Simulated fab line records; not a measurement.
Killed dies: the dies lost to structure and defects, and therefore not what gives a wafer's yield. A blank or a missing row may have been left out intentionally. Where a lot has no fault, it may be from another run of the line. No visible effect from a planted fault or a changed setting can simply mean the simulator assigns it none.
Which tool was responsible? | flow n5_finfet | 11 lots, 32 wafers sampled, at 1 step of a route of 1938

WHAT EACH GAUGE READ, for each wafer
N5_ILD0_THK_MEAS_13.
lot  | measured    | on            | thk_nm (nm)
L708 | day 4 01:02 | film_metro-02 | 18.5 19.1 18.7
L710 | day 4 11:26 | film_metro-01 | 17.4 16.2 17.0
L711 | day 4 20:22 | film_metro-02 | 17.3 16.3 17.4
L712 | day 4 22:15 | film_metro-02 | 18.2 16.7 18.2
L718 | day 6 10:26 | film_metro-01 | 18.0 18.5 18.0
L719 | day 6 21:05 | film_metro-02 | 18.1 18.8 16.5
L724 | day 7 22:46 | film_metro-01 | 18.7 16.4
L725 | day 8 08:11 | film_metro-01 | 16.6 18.2 16.5
L726 | day 8 17:41 | film_metro-01 | 16.9 16.2 18.3
L728 | day 9 07:24 | film_metro-02 | 18.3 18.0 17.7
L730 | day 9 15:00 | film_metro-02 | 18.7 17.6 18.1

TOOL THAT RAN EACH LOT (tool first, then ch and the chambers of the sampled wafers, then the start)
The record holds no process step before these readings.

AS READ BY THE TOOLS THEMSELVES (means over the sampled wafers that have a number; for cases with no such wafer, the mark the record gives instead)
The record holds no such reading with a usual standard deviation.

THE ANSWER, worked out from the rows above alone
Rule: usual is defined by the lots themselves. Put in order of their means at a reading, lots are off if they are a third of the lots or fewer, leave a main group of 4 or more, and stand apart from it by a gap of 3 or more times the standard deviation of the main group's means; of several such gaps the widest counts. A main group whose means are all the same, to the digits that the tables above print for the reading, isn't used. Also off: a lot with no number at a reading for which 4 or more lots have one. The other lots that the step has rows for count as sound. The gauges are gone through in route order, then the tools' own readings, and for those a lot's mean is taken as printed above. At the first step where some lot is off, the reading lying furthest off is the one used; lots without a number count as furthest.
Across all readings shown, no lot is off: no conclusion can be drawn from this.

WHAT HAD BEEN PUT IN BY THE SIMULATOR
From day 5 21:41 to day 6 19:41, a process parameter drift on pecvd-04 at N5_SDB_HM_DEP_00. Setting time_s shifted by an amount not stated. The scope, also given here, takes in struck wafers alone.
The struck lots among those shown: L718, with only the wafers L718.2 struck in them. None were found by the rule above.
